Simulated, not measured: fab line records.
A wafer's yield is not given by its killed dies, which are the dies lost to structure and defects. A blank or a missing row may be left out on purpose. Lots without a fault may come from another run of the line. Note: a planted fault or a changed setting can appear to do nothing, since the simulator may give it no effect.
Problem report in the 8D (eight disciplines) form, filled by code + flow n5 finfet + the parts of the form that need people (team, actions taken, sign-off) are left out

1. WHAT IS WRONG
At N5_FIN_SAQP_THK_MEAS_05, thk nm averages 33.6 nm over 3 wafers from 2 lots, while fault-free wafers read 38.2 nm, standard deviation 0.63. That puts it -7.3 standard deviations away from the usual mean.
The first sign was on wafer L540.2 at day 5 06:29, on film metro-01. The record holds 12 wafers of 4 lots with a number at this step. Rule for "out" (also "out of limits"): further than 4 standard deviations from the usual mean. The other wafers with a number count as sound.

2. WHAT IT IS AND WHAT IT IS NOT
| question                    | is                     | is not                                                                   |
|-----------------------------|------------------------|--------------------------------------------------------------------------|
| which readings at this step | thk nm                 | -                                                                        |
| which lots                  | L540, L541             | L530, L544                                                               |
| which wafers of those lots  | L540.2, L540.4, L541.2 | L540.3, L541.1, L541.3                                                   |
| read on which gauges        | film metro-01          | film metro-02                                                            |
| when                        | from day 5 06:29       | up to then (4 sound wafers); but 5 sound wafers of L541, L544 came after |

3. SUSPECTS, AND WHAT RULES EACH OUT
Counting: a tool at a process step up to the reading stays a suspect if it ran every lot that is out. Sound lots after the first of them don't rule it out here, since some wafers of a struck lot are sound.
- the gauge at N5_FIN_SAQP_THK_MEAS_05: kept. All the wafers that are out were read on film metro-01, and no step on other tools shows them out.
- pecvd-02 at N5_FIN_SAQP_HM_DEP_03 (deposits SiNx from SiH4/NH3/N2, target thk 38 nm, time 33.6 s): kept. It ran every lot that is out, first L540 (day 5 06:24); its last sound lot up to then is L530 (day 2 15:17).
After counting, pecvd-02 at N5_FIN_SAQP_HM_DEP_03 and film metro-01 at N5_FIN_SAQP_THK_MEAS_05 remain.

4. THE CAUSE (what the simulator had put in)
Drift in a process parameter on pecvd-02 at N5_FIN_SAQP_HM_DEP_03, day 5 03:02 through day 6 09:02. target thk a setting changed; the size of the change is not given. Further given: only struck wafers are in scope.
After counting, 2 suspects remain, this tool included.

5. THE EFFECT CHAIN, in route order
Each row: a reading whose mean over the struck wafers that have a number lies more than 3 standard deviations from the usual. Readings are gone through only where the record gives a usual standard deviation; hours: the median, over the lots, of the time from a lot's start at the first step in this table giving one to that lot's start at this step; sigmas: the change measured in usual standard deviations.
| hours | step                    | reading           | usual   | on struck wafers | change | sigmas |
|-------|-------------------------|-------------------|---------|------------------|--------|--------|
| 0     | N5_FIN_SAQP_THK_MEAS_05 | thk nm            | 38.2 nm | 33.6             | -4.6   | -7.3   |
| 8     | N5_FIN_SAQP_HM_OPEN_33  | etch rf on time s | 70.1 s  | 62.4             | -7.7   | -4.8   |
Here are the process steps it includes:
- N5_FIN_SAQP_HM_OPEN_33: chemistry CH3F/O2, target SiNx, target depth 49.4 nm, time 70.6 s.
At these later measuring or inspecting steps, every struck wafer for which the step has a row has a number for every such reading, and none has moved that far: N5_BEOL_M4_RC_MEAS_101.

6. WHAT WOULD HAVE CAUGHT IT SOONER
The first out-of-limits reading at a measuring or inspecting step in this record came at day 5 06:29, 3 hours after the fault's start at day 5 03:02.
No tool reading at N5_FIN_SAQP_HM_DEP_03 that has a usual standard deviation in the record was out on any struck wafer, so an alarm limit of 4 standard deviations on those readings would not have fired.
Lots out: 2; of these, L541 started N5_FIN_SAQP_HM_DEP_03 on pecvd-02 after day 5 06:29. A hold on the tool at that time would have spared it.
